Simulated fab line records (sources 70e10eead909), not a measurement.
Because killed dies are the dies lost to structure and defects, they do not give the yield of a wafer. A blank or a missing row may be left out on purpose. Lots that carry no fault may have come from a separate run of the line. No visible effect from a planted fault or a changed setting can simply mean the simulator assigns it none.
Matching of chambers || flow nand harc || 4 sister chambers for NHARC_P_M0_ETCH_34 on rie diel-11
The step etches the open film in N2/H2, target depth 40 nm, overetch 12 nm, time 43.94 s. 4 wafers are shown with their chamber, then 9 later ones without.

== WAFERS PAIRED WITH THEIR CHAMBERS ==
{"wafer": "L084.4", "chamber": 2, "drypump motor current A (A)": 5.8}
{"wafer": "L084.5", "chamber": 3, "drypump motor current A (A)": 5.8}
{"wafer": "L090.5", "chamber": 0, "drypump motor current A (A)": 5.6}
{"wafer": "L090.6", "chamber": 1, "drypump motor current A (A)": 6.0}

== WAFERS WITHOUT THEIR CHAMBER ==
{"wafer": "L094.1", "drypump motor current A (A)": 5.8}
{"wafer": "L094.2", "drypump motor current A (A)": 5.8}
{"wafer": "L094.3", "drypump motor current A (A)": 6.0}
{"wafer": "L096.1", "drypump motor current A (A)": 5.7}
{"wafer": "L096.4", "drypump motor current A (A)": 6.0}
{"wafer": "L096.6", "drypump motor current A (A)": 6.0}
{"wafer": "L095.3", "drypump motor current A (A)": 5.9}
{"wafer": "L095.4", "drypump motor current A (A)": 5.8}
{"wafer": "L095.6", "drypump motor current A (A)": 5.8}

== CHAMBER TAKEN BY EACH ==
{"wafer": "L094.1", "from the rows above": "can't be placed: 2 or 3", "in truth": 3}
{"wafer": "L094.2", "from the rows above": "can't be placed: 2 or 3", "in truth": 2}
{"wafer": "L094.3", "from the rows above": 1, "in truth": 1}
{"wafer": "L096.1", "from the rows above": "can't be placed: 2 or 3 or 0", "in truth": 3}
{"wafer": "L096.4", "from the rows above": 1, "in truth": 1}
{"wafer": "L096.6", "from the rows above": 1, "in truth": 1}
{"wafer": "L095.3", "from the rows above": "can't be placed: 1 or 2 or 3", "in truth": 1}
{"wafer": "L095.4", "from the rows above": "can't be placed: 2 or 3", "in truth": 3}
{"wafer": "L095.6", "from the rows above": "can't be placed: 2 or 3", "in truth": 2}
Correctly placed: 3 of 9. Not placeable from these rows: 6 (in 6, the candidates include the true chamber). Number placed wrongly: 0.
How it was worked out, from the rows above alone: a wafer's distance from a chamber is the root of the sum, over the readings, of the square of ((its reading less the chamber's mean) divided by the reading's scatter). The wafer belongs to the nearest chamber; if the next one is less than 2 further off, it can't be placed. The mean given for a chamber averages the wafers shown for that chamber. The scatter: root of mean squared gap, hidden wafer to nearest shown wafer, with one shown wafer a chamber.
